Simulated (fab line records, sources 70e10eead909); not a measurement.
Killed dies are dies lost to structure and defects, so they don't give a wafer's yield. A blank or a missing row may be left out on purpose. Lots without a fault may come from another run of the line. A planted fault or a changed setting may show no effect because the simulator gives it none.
One fault seen from 2 desks | flow nand_harc | each desk has only its own numbers; what lay behind them comes last

THE TOOL OWNER'S DESK: cmp-04
The tool's own readings at NHARC_A_M1_CMP_23 (polishes, t overpolish 20 s, target thk 154.34 nm): means of the sampled wafers that have a number, for each lot that ran on this tool. A lot is out of limits, marked OUT, if its mean lies more than 4 standard deviations from the usual mean; the brackets give that distance.
Columns: A = edge_zone_pressure_frac at NHARC_A_M1_CMP_23, usual 1.000; B = motor_current_A at NHARC_A_M1_CMP_23, usual 12.1 A; C = slurry_flow_ml_min at NHARC_A_M1_CMP_23, usual 150.0; D = time_to_endpoint_s at NHARC_A_M1_CMP_23, usual 27 s
lot  | first seen here | A     | B    | C     | D
L772 | day 19 01:01    | 0.998 | 13.1 | 149.7 | 25
L777 | day 19 17:11    | 1.000 | 12.3 | 149.7 | 26
L784 | day 20 20:12    | 0.997 | 11.7 | 150.1 | 25
L781 | day 21 23:20    | 1.000 | 12.5 | 149.8 | 26
This desk's finding: nothing out of limits on any of the 4 lots.

THE METROLOGY DESK
What the gauges read, lot by lot, whatever tool the lot ran on: means of the sampled wafers that have a number. A lot is out of limits, marked OUT, if its mean lies more than 4 standard deviations from the usual mean; the brackets give that distance.
Columns: A = cd_nm at NHARC_THIN_TSV_CD_MEAS_16, usual 1000.9 nm
lot  | first seen here | A
L771 | day 19 00:02    | 1002.5
L773 | day 19 03:40    | 1000.1
L775 | day 19 17:24    | 1004.3
L772 | day 19 18:36    | 1001.1
L777 | day 20 11:50    | 1001.7
L784 | day 21 17:05    | 999.7
L781 | day 22 19:29    | 1003.1
L786 | day 23 07:25    | 1000.5
L787 | day 23 08:38    | 1002.7
L791 | day 23 14:07    | 1000.8
L790 | day 23 15:19    | 998.2
This desk's finding: nothing out of limits on any of the 11 lots.

PUT TOGETHER
The tool owner's desk saw nothing out of limits.
The metrology desk saw nothing out of limits.

WHAT THE SIMULATOR HAD PUT IN
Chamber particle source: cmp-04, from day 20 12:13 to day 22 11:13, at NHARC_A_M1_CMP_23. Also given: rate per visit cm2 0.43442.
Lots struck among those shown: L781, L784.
